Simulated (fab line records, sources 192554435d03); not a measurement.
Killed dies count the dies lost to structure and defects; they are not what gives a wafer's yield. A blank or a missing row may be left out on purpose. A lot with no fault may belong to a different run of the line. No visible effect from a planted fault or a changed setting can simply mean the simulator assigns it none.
Matching of chambers + flow n5Finfet + N5_BEOL_M1_ALD_84 on aldMetal-04 has 4 sister chambers
The step deposits TaN, pulse time 2 s, purge time 3 s, co reactant purge time 2 s. 8 wafers are shown with their chamber, then 12 later ones without.

## EACH WAFER AND ITS CHAMBER
| wafer  | chamber | heaterPowerW (W) |
|--------|---------|------------------|
| L083.5 | 1       | 448              |
| L083.6 | 2       | 475              |
| L085.2 | 2       | 483              |
| L085.3 | 3       | 433              |
| L085.5 | 0       | 412              |
| L086.2 | 1       | 448              |
| L086.3 | 0       | 397              |
| L086.6 | 3       | 435              |

## WAFERS MISSING THEIR CHAMBER
| wafer  | heaterPowerW (W) |
|--------|------------------|
| L090.1 | 403              |
| L090.2 | 480              |
| L090.6 | 470              |
| L092.2 | 438              |
| L092.4 | 474              |
| L092.6 | 479              |
| L096.1 | 450              |
| L096.3 | 458              |
| L096.5 | 410              |
| L097.2 | 435              |
| L097.3 | 456              |
| L097.6 | 470              |

## WHICH CHAMBER EACH ONE RAN IN
| wafer  | from the rows above     | in truth                   |
|--------|-------------------------|----------------------------|
| L090.1 | 0                       | 0                          |
| L090.2 | 2                       | 2                          |
| L090.6 | 2                       | 2                          |
| L092.2 | can't be placed: 3 or 1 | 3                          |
| L092.4 | 2                       | 2                          |
| L092.6 | 2                       | 2                          |
| L096.1 | 1                       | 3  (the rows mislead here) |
| L096.3 | can't be placed: 1 or 2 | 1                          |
| L096.5 | 0                       | 0                          |
| L097.2 | can't be placed: 3 or 1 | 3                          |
| L097.3 | 1                       | 1                          |
| L097.6 | 2                       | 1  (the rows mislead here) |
Correct placement for 7 of the 12. Can't be placed from these rows: 3 (the true chamber is among the candidates in 3). Number placed wrongly: 2.
How it was worked out, from the rows above alone: a wafer's distance from a chamber is the root of the sum, over the readings, of the square of ((its reading less the chamber's mean) divided by the reading's scatter). The wafer belongs to the nearest chamber; if the next one is less than 2 further off, it can't be placed. Each chamber's mean is taken over the wafers shown for it. The scatter is the square root of a quotient: the sum, over the shown wafers, of each reading's squared deviation from its chamber's mean, divided by wafers minus chambers.
